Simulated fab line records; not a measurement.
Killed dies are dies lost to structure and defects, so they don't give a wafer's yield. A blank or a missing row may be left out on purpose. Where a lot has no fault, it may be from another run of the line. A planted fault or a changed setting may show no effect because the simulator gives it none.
Comparing a struck lot with a sound one || flow nand-harc || 15 out of 1159 route steps
Sound: wafers L803.2, L803.4, L803.6. Struck: wafers L818.1, L818.2, L818.3. Last of all comes the cause.
Per side, at each step with rows, come the tool, then ch with its chambers, and then its first start. Under that, the readings that differ: sound wafers || struck wafers || difference of the means || sigmas: that difference in standard deviations of wafers without a fault.
alike: readings with means less than 2 such deviations apart, plus words and numbers identical on both sides. not compared: withheld readings, readings lacking a value on some wafer, bounds such as >300 that could conceal the same value, and numbers that have no deviation in the record and whose values overlap.
The two part at a step that has a row with sigmas, a row that says differs or no value, or rows on one side only. Numbers that don't overlap but have no deviation are shown without sigmas and don't part them. A reading missing from all wafers of one side parts the sides only when that side holds two or more wafers.

first, 3 steps without rows for these wafers: NHARC_P_GATE_EXPOSE_08 (exposes mask P HV); NHARC_P_GATE_PEB_09 (peb time 85 s); NHARC_P_GATE_DEVELOP_10 (time 70 s).
NHARC_P_GATE_CD_MEAS_11 targets a cd of 1640 nm.
  sound on cd-sem-02 ch 0, day 4 21:27; struck on cd-sem-02 ch 0, day 8 09:40
  alike: cd-nm
then, 1 step without rows for these wafers: NHARC_P_GATE_HARDBAKE_12 (time 80 s).
NHARC_P_GATE_DESCUM_13: chemistry O2, time 3 s.
  sound on rie-diel-13 ch 1,3, day 4 21:36; struck on rie-diel-06 ch 0,2,3, day 8 09:50
  alike: drypump-motor-current-A, mfc-ar-sccm, oes-product-au, rf-vpp-V, showerhead-plenum-p-Torr, throttle-valve-pct
  not compared: rf-hours-counter-h
then, 6 steps without rows for these wafers: NHARC_P_GATE_ETCH_14 (etches SiO2 in dHF, target depth 48.8 nm); NHARC_P_GATE_STRIP_15 (strips in SPM, time 780 s); NHARC_P_GATE_PRECLEAN_71 (cleans in SC1); NHARC_P_GATE_SRD_72; NHARC_P_GATE_OXIDE_16 (material SiO2, target thk 3 nm, ox time 392 s); NHARC_P_GATE_CVD_17 (deposits poly-Si, target thk 150 nm, time 900 s).
NHARC_P_GATE_HM_DEP_102: deposits aC, target thk 120 nm.
  sound on acl-dep-03 ch 0, day 5 10:13; struck on acl-dep-03 ch 0, day 9 07:11
  alike: throttle-valve-pct
NHARC_P_GATE_DEP_103: deposits SiON, target thk 30 nm.
  sound on pecvd-01 ch 0,1, day 5 10:50; struck on pecvd-01 ch 0,1,2, day 9 07:52
  alike: heater-power-w
-- the record jumps here: 15 days lie between the struck wafers' starts before and after (it left off in module P_GATE and takes up again in module END, whose first step shown is number 1159 of the route) --
NHARC_END_SORT_01:
  sound on prober-02 ch 0, day 19 22:05; struck on prober-02 ch 0, day 24 15:08
{"reading": "killed-short", "sound": "1 2 1", "struck": 4, "difference": "+3", "sigmas": "+2"}
  alike: killed-at-array, killed-at-other, killed-at-periphery, killed-dies, killed-open

## WHERE THEY PART
Within this record, at NHARC_END_SORT_01 only.

WHY: the cause the simulator had injected
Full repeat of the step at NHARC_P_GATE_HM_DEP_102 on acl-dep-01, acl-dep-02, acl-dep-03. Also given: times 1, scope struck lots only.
